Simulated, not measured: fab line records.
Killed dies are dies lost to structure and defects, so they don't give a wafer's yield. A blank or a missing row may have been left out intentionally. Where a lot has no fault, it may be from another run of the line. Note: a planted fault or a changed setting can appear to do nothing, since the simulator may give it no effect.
Which tool did it? | flow n5_finfet | at 1 step of a route of 1938, 10 lots with 30 wafers sampled

== WHAT THE GAUGES SHOWED, per wafer ==
N5_BEOL_M14_THK_MEAS_50: measures by xrf.
lot  | measured     | on            | M14_THK (nm)
L898 | day 11 14:23 | film_metro-02 | 566 582 582
L900 | day 13 00:59 | film_metro-02 | 568 589 567
L903 | day 14 06:23 | film_metro-02 | 578 571 575
L904 | day 14 07:02 | film_metro-01 | 591 567 565
L906 | day 14 10:36 | film_metro-01 | 569 576 576
L912 | day 15 17:41 | film_metro-01 | 565 597 574
L914 | day 16 01:51 | film_metro-01 | 572 593 557
L913 | day 16 07:56 | film_metro-01 | 584 588 581
L916 | day 17 05:46 | film_metro-01 | 578 577 582
L918 | day 18 11:28 | film_metro-02 | 594 568 584

== WHICH TOOL RAN EACH LOT (tool, then ch and the chambers of the sampled wafers, then the start) ==
The record holds no process step before these readings.

== WHAT THE TOOLS THEMSELVES READ (means of the sampled wafers that have a number; where no wafer has one, the mark that the record gives instead) ==
The record holds no such reading with a usual standard deviation.

== THE ANSWER, worked out from the rows above alone ==
Rule: usual is defined by the lots themselves. Put in order of their means at a reading, lots are off if they are a third of the lots or fewer, leave a main group of 4 or more, and stand apart from it by a gap of 3 or more times the standard deviation of the main group's means; of several such gaps the widest counts. If all means in a main group match to the digits the tables above print for the reading, that group is not used. Also off: a lot with no number at a reading for which 4 or more lots have one. All remaining lots with rows at the step are treated as sound. The gauges are gone through in route order, then the tools' own readings, and for those a lot's mean is taken as printed above. The first step at which some lot is off is used, and at that step the reading that is off furthest; a lot without a number counts as furthest.
Nothing can be told from this: no lot is off at any reading shown.

== WHAT THE SIMULATOR PUT IN ==
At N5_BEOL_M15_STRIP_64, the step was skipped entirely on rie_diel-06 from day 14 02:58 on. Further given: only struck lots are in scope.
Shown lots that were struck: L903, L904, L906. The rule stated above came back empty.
